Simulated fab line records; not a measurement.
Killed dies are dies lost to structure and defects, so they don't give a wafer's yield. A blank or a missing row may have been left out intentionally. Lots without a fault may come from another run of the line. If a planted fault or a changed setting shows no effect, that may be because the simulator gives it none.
Matching of chambers | flow n5-finfet | 4 sister chambers for N5_HKMG_FIN_HK_ALD_01 on ald-hk-02
The step deposits HfO2, target thk 1.6 nm, pulse time 3 s, purge time 3 s. 14 wafers are shown with their chamber, then 7 later ones without.

## WAFERS, EACH WITH ITS CHAMBER
wafer  | chamber | precursor-pulse-height-rel
L074.2 | 3       | 0.981
L074.5 | 2       | 1.025
L074.6 | 3       | 0.995
L075.3 | 0       | 0.982
L075.4 | 1       | 0.980
L075.5 | 1       | 0.982
L077.1 | 2       | 1.034
L077.3 | 0       | 0.988
L077.5 | 3       | 1.004
L079.1 | 3       | 0.999
L079.4 | 0       | 0.987
L079.6 | 0       | 0.995
L085.2 | 2       | 0.992
L085.4 | 0       | 1.018

SIGNATURES (averages over the wafers above)
reading                    | chamber 0 | chamber 1 | chamber 2 | chamber 3 | scatter within a chamber
precursor-pulse-height-rel | 0.99400   | 0.98100   | 1.01700   | 0.99475   | 0.0144
Rule: distance of a wafer from a chamber = root of the sum over the readings of ((wafer's reading minus chamber's mean) / reading's scatter) squared. The wafer belongs to the nearest chamber; if the next one is less than 2 further off, it can't be placed. The scatter is the square root of a quotient: the sum, over the shown wafers, of each reading's squared deviation from its chamber's mean, divided by wafers minus chambers.

## WAFERS WITH NO CHAMBER GIVEN
wafer  | precursor-pulse-height-rel
L085.6 | 1.006
L086.1 | 1.004
L086.2 | 0.977
L086.4 | 0.999
L088.2 | 1.019
L088.3 | 0.993
L088.5 | 1.018

## THE CHAMBER EACH PASSED THROUGH
wafer  | from the rows above               | in truth
L085.6 | can't be placed: 2 or 3 or 0 or 1 | 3
L086.1 | can't be placed: 3 or 0 or 2 or 1 | 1
L086.2 | can't be placed: 1 or 0 or 3      | 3
L086.4 | can't be placed: 3 or 0 or 2 or 1 | 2
L088.2 | can't be placed: 2 or 3 or 0      | 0
L088.3 | can't be placed: 0 or 3 or 1 or 2 | 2
L088.5 | can't be placed: 2 or 3 or 0      | 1
Placed correctly: 0 of 7. Can't be placed from these rows: 7 (the true chamber is among the candidates in 6). Wrongly placed: 0.
